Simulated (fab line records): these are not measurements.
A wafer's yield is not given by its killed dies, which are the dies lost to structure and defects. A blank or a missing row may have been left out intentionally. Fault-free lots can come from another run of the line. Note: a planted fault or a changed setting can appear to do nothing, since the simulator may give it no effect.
Which tool did it? | flow n5 finfet | 36 wafers from 12 lots sampled at 5 of the route's 1938 steps

## WHAT THE GAUGES SHOWED, per wafer
N5_BEOL_M6_OVL_MEAS_12.
lot  | measured     | on         | M6_OVL (nm)
L076 | day 8 15:03  | overlay-02 | -0.2 -0.2 -1.0
L077 | day 9 14:32  | overlay-02 | -1.8 -0.5 -0.7
L078 | day 10 00:28 | overlay-01 | 0.4 0.4 -0.1
L080 | day 10 05:05 | overlay-02 | -0.7 0.2 -1.5
L083 | day 10 16:17 | overlay-02 | -0.3 -0.6 -0.5
L085 | day 11 06:47 | overlay-01 | 0.2 -1.1 -0.7
L088 | day 11 19:04 | overlay-02 | 0.6 -0.4 0.4
L089 | day 12 11:05 | overlay-01 | -0.3 -0.1 -1.1
L090 | day 12 17:38 | overlay-02 | -0.4 -0.6 -0.8
L093 | day 13 02:23 | overlay-01 | 0.1 0.1 -0.6
L095 | day 13 15:47 | overlay-01 | -1.5 0.5 0.0
L097 | day 14 12:04 | overlay-02 | 0.3 0.1 -0.2

## WHAT TOOL EACH LOT RAN ON (gives the tool, then ch and the chambers of the sampled wafers, and finally the start)
lot  | N5_BEOL_M5_ALD_86                   | N5_BEOL_M5_SURFACE_TREAT_87  | N5_BEOL_M5_SPUTTER_88        | N5_BEOL_M6_ILD_DEP_00
L076 | ald metal-04 ch 0,2,3, day 8 06:20  | pvd sputter-02, day 8 06:38  | pvd sputter-01, day 8 10:10  | pecvd-02 ch 1,2, day 8 12:22
L077 | ald metal-01 ch 0,1,2, day 9 06:36  | pvd sputter-03, day 9 06:50  | pvd sputter-03, day 9 10:20  | pecvd-01 ch 0,1,2, day 9 12:49
L078 | ald metal-01 ch 0,1,3, day 9 13:52  | pvd sputter-01, day 9 14:07  | pvd sputter-01, day 9 17:40  | pecvd-01 ch 0,2, day 9 19:54
L080 | ald metal-04 ch 1,3, day 9 18:46    | pvd sputter-02, day 9 19:05  | pvd sputter-02, day 9 22:37  | pecvd-04 ch 0,2, day 10 02:09
L083 | ald metal-04 ch 0,2,3, day 10 07:57 | pvd sputter-03, day 10 08:13 | pvd sputter-01, day 10 11:45 | pecvd-04 ch 0,1,2, day 10 14:04
L085 | ald metal-01 ch 0,1,3, day 10 20:17 | pvd sputter-03, day 10 21:29 | pvd sputter-02, day 11 01:16 | pecvd-02 ch 0,1,2, day 11 03:28
L088 | ald metal-04 ch 1,3, day 11 11:13   | pvd sputter-03, day 11 11:30 | pvd sputter-03, day 11 15:04 | pecvd-02 ch 0,1, day 11 17:17
L089 | ald metal-01 ch 2,3, day 12 03:34   | pvd sputter-01, day 12 03:50 | pvd sputter-01, day 12 07:21 | pecvd-01 ch 0,1, day 12 09:33
L090 | ald metal-01 ch 0,1,3, day 12 08:41 | pvd sputter-03, day 12 08:55 | pvd sputter-02, day 12 12:28 | pecvd-02 ch 0,1, day 12 14:40
L093 | ald metal-01 ch 1,2, day 12 17:40   | pvd sputter-02, day 12 17:55 | pvd sputter-03, day 12 21:26 | pecvd-04 ch 0,1, day 12 23:55
L095 | ald metal-02 ch 0,1,2, day 13 08:09 | pvd sputter-02, day 13 08:22 | pvd sputter-02, day 13 11:51 | pecvd-01 ch 0,1,2, day 13 14:04
L097 | ald metal-04 ch 0,1,3, day 14 04:51 | pvd sputter-03, day 14 05:09 | pvd sputter-03, day 14 08:39 | pecvd-04 ch 0,1,2, day 14 10:52
- N5_BEOL_M5_ALD_86: deposits TaN, pulse time 2 s, purge time 3 s, co reactant purge time 2 s.
- N5_BEOL_M5_SURFACE_TREAT_87
- N5_BEOL_M5_SPUTTER_88: material Cu, target thk 15 nm, time 27.62 s.
- N5_BEOL_M6_ILD_DEP_00: deposits SiCOH lowk from DEMS/porogen, target thk 179.75 nm, time 33.4 s.

## THE ANSWER, worked out from the rows above alone
Rule: what is usual is taken from the lots themselves. The widest of any qualifying gaps counts: lots, ordered by their means at a reading, are off when they make up no more than a third of the lots, leave a main group of 4 or more, and stand apart from it by 3 or more times the standard deviation of that group's means. If all means in a main group match to the digits the tables above print for the reading, that group is not used. Also off: a lot with no number at a reading for which 4 or more lots have one. Any other lot the step has rows for is counted as sound.
No lot is off at any reading shown: from this, nothing can be told.

## WHAT THE SIMULATOR HAD PUT IN
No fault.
